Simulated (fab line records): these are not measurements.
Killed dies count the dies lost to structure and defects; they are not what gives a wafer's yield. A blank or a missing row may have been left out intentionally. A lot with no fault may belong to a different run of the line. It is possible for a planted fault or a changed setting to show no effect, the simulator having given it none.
Matching of chambers | flow n5 finfet | N5_BEOL_M9_CVD_78 on cvd co-01: 3 sister chambers
The step deposits Co from CCTBA/H2, target thk 2 nm, time 138.9 s. 6 wafers are shown with their chamber, then 9 later ones without.

## WAFERS, EACH WITH ITS CHAMBER
wafer  | chamber | run length s (s)
L596.3 | 1       | 161.8
L598.5 | 0       | 161.6
L598.6 | 1       | 161.6
L597.3 | 2       | 162.7
L597.5 | 0       | 161.5
L597.6 | 2       | 162.9

## WAFERS WHOSE CHAMBER IS MISSING
wafer  | run length s (s)
L602.3 | 162.3
L602.5 | 162.6
L605.4 | 162.2
L612.1 | 161.1
L612.2 | 163.0
L612.5 | 162.5
L613.2 | 162.5
L613.3 | 161.6
L613.5 | 162.4

## EACH ONE'S CHAMBER
wafer  | from the rows above          | in truth
L602.3 | can't be placed: 2 or 1      | 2
L602.5 | 2                            | 2
L605.4 | can't be placed: 1 or 2 or 0 | 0
L612.1 | can't be placed: 0 or 1      | 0
L612.2 | 2                            | 2
L612.5 | 2                            | 2
L613.2 | 2                            | 2
L613.3 | can't be placed: 0 or 1      | 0
L613.5 | 2                            | 2
Correct placement for 5 of the 9. Cannot be placed on the basis of these rows: 4; the candidates contain the true chamber in 4. Number placed wrongly: 0.
How it was worked out, from the rows above alone: a wafer's distance from a chamber is the root of the sum, over the readings, of the square of ((its reading less the chamber's mean) divided by the reading's scatter). If the next closest chamber is less than 2 further off than the closest, the wafer can't be placed; otherwise it belongs to the closest. Each chamber's mean is taken over the wafers shown for it. The scatter: take each reading less its chamber's mean, square it, sum over the shown wafers, divide by the number of wafers less the number of chambers, and take the root.
